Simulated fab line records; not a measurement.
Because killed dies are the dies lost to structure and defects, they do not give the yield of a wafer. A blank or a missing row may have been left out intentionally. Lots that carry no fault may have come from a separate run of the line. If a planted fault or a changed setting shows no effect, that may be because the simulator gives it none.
Which tool was responsible? ; flow n5 finfet ; 10 lots, 30 wafers sampled, at 5 steps of a route of 1938

== WHAT THE GAUGES READ, wafer by wafer ==
N5_BEOL_M13_INSPECT_12: inspects for defects (macro).
lot;measured;on;raw defect count
L269;day 11 07:27;defect inspect-01;1 0 0
L268;day 11 08:28;defect inspect-02;3 2 1
L267;day 11 15:13;defect inspect-01;2 3 4
L270;day 11 18:38;defect inspect-02;3 5 2
L275;day 12 23:35;defect inspect-02;3 0 1
L277;day 13 08:40;defect inspect-01;2 5 2
L280;day 14 05:09;defect inspect-02;2 1 5
L278;day 14 10:18;defect inspect-02;0 0 2
L276;day 14 12:44;defect inspect-02;1 3 1
L287;day 16 04:35;defect inspect-01;3 2 2

N5_BEOL_M13_OVL_MEAS_29.
lot;measured;on;M13_OVL (nm)
L269;day 11 08:22;overlay-02;-2 7 -2
L268;day 11 09:34;overlay-01;-1 -1 -2
L267;day 11 16:08;overlay-02;0 1 5
L270;day 11 19:34;overlay-01;1 3 5
L275;day 13 01:34;overlay-01;45 39 39
L277;day 13 09:35;overlay-01;32 37 31
L280;day 14 06:12;overlay-02;4 2 1
L278;day 14 11:49;overlay-01;1 -6 -4
L276;day 14 13:47;overlay-02;25 23 28
L287;day 16 06:37;overlay-01;6 9 9

== TOOL THAT RAN EACH LOT (tool first, then ch and the chambers of the sampled wafers, then the start) ==
lot;N5_BEOL_M13_ETCH_59;N5_BEOL_M13_VIA_ETCH_16;N5_BEOL_M13_EXPOSE_25
L269;rie diel-01 ch 0,2, day 11 07:31;rie diel-01 ch 0,2, day 11 07:34;krf scanner-02 ch 0, day 11 08:11
L268;rie diel-06 ch 1,2,3, day 11 08:43;rie diel-06 ch 1,2,3, day 11 08:46;krf scanner-02 ch 0, day 11 09:22
L267;rie diel-01 ch 1,2,3, day 11 15:17;rie diel-01 ch 1,2,3, day 11 15:20;krf scanner-02 ch 0, day 11 15:56
L270;rie diel-03 ch 0,2, day 11 18:43;rie diel-03 ch 0,2, day 11 18:46;krf scanner-02 ch 0, day 11 19:22
L275;rie diel-01 ch 0,3, day 13 00:27;rie diel-01 ch 0,3, day 13 00:31;krf scanner-02 ch 0, day 13 01:22
L277;rie diel-01 ch 1,3, day 13 08:44;rie diel-01 ch 1,3, day 13 08:47;krf scanner-02 ch 0, day 13 09:24
L280;rie diel-01 ch 1,2, day 14 05:13;rie diel-01 ch 1,2, day 14 05:16;krf scanner-01 ch 0, day 14 06:00
L278;rie diel-03 ch 0,2,3, day 14 10:51;rie diel-03 ch 0,2,3, day 14 10:54;krf scanner-01 ch 0, day 14 11:37
L276;rie diel-03 ch 0,1, day 14 12:49;rie diel-03 ch 0,1, day 14 12:52;krf scanner-02 ch 0, day 14 13:35
L287;rie diel-01 ch 1,2,3, day 16 05:19;rie diel-01 ch 1,2,3, day 16 05:22;krf scanner-01 ch 0, day 16 06:25
- N5_BEOL_M13_ETCH_59: etches BARC in N2/H2, target depth 89 nm, overetch 26.7 nm, time 67.9 s.
- N5_BEOL_M13_VIA_ETCH_16: etches SiOC in C4F8/O2/Ar, target depth 921.7 nm.
- N5_BEOL_M13_EXPOSE_25: exposes mask M13, target cd 210 nm.

== WHAT THE TOOLS THEMSELVES READ (means of the sampled wafers that have a number; where no wafer has one, the mark that the record gives instead) ==
N5_BEOL_M13_ETCH_59.
lot;tool;drypump motor current A (A);n2 flow sccm (sccm);oes product au (a.u.);rf vpp V (V);showerhead plenum p Torr (Torr);throttle valve pct (%)
L269;rie diel-01;5.5;200.2;0.60;525.0;2.56;18.06
L268;rie diel-06;5.5;199.4;0.67;525.5;2.58;17.80
L267;rie diel-01;6.1;200.0;0.64;521.2;2.46;17.76
L270;rie diel-03;5.2;200.0;0.65;522.1;2.52;17.60
L275;rie diel-01;5.5;199.8;0.64;525.2;2.58;17.93
L277;rie diel-01;6.0;199.9;0.63;522.8;2.49;17.68
L280;rie diel-01;5.9;201.1;0.67;525.3;2.58;17.70
L278;rie diel-03;5.4;199.6;0.69;523.6;2.58;17.84
L276;rie diel-03;5.8;200.6;0.66;526.8;2.67;17.52
L287;rie diel-01;6.0;199.5;0.69;523.9;2.55;17.67

N5_BEOL_M13_VIA_ETCH_16.
lot;tool;drypump motor current A (A);he inner torr (Torr);oes product au (a.u.);rf vpp V (V);showerhead plenum p Torr (Torr);throttle valve pct (%)
L269;rie diel-01;5.5;14.978;0.63;666;3.40;24.13
L268;rie diel-06;5.5;15.005;0.71;667;3.48;24.16
L267;rie diel-01;6.0;14.956;0.68;662;3.31;24.05
L270;rie diel-03;5.2;15.010;0.69;665;3.37;23.76
L275;rie diel-01;5.6;15.016;0.66;666;3.44;24.09
L277;rie diel-01;6.0;14.983;0.68;664;3.37;24.07
L280;rie diel-01;5.9;14.995;0.71;667;3.46;24.01
L278;rie diel-03;5.5;15.019;0.73;667;3.44;24.00
L276;rie diel-03;5.8;15.017;0.69;670;3.57;23.78
L287;rie diel-01;6.1;15.006;0.74;666;3.43;24.00

== THE ANSWER, worked out from the rows above alone ==
Rule: usual is defined by the lots themselves. Put in order of their means at a reading, lots are off if they are a third of the lots or fewer, leave a main group of 4 or more, and stand apart from it by a gap of 3 or more times the standard deviation of the main group's means; of several such gaps the widest counts. If all means in a main group match to the digits the tables above print for the reading, that group is not used. Also off: a lot with no number at a reading for which 4 or more lots have one. All remaining lots with rows at the step are treated as sound. First the gauges in route order, then the tools' own readings, where a lot's mean is used as printed above. At the first step where some lot is off, the reading lying furthest off is the one used; lots without a number count as furthest.
Off: L275, L277, L276, seen at N5_BEOL_M13_OVL_MEAS_29 (M13_OVL). The main group has a mean of 2 nm with a standard deviation of 3.2.
If a tool, at a process step before that reading, ran all the lots that are off and no sound lot after the first of them, it fits. The gauges at N5_BEOL_M13_OVL_MEAS_29 are tried like those tools. One fits: krf scanner-02 at N5_BEOL_M13_EXPOSE_25. A fault onset in the window from L270 (day 11 19:22, its last sound lot) to L275 (day 13 01:22, its first lot off) fits.

== WHAT THE SIMULATOR HAD PUT IN ==
Scanner matching overlay: krf scanner-02, from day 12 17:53 on, at N5_BEOL_M13_EXPOSE_25. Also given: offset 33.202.
Struck lots among those shown: L275, L277, L276. The rule above found the same.
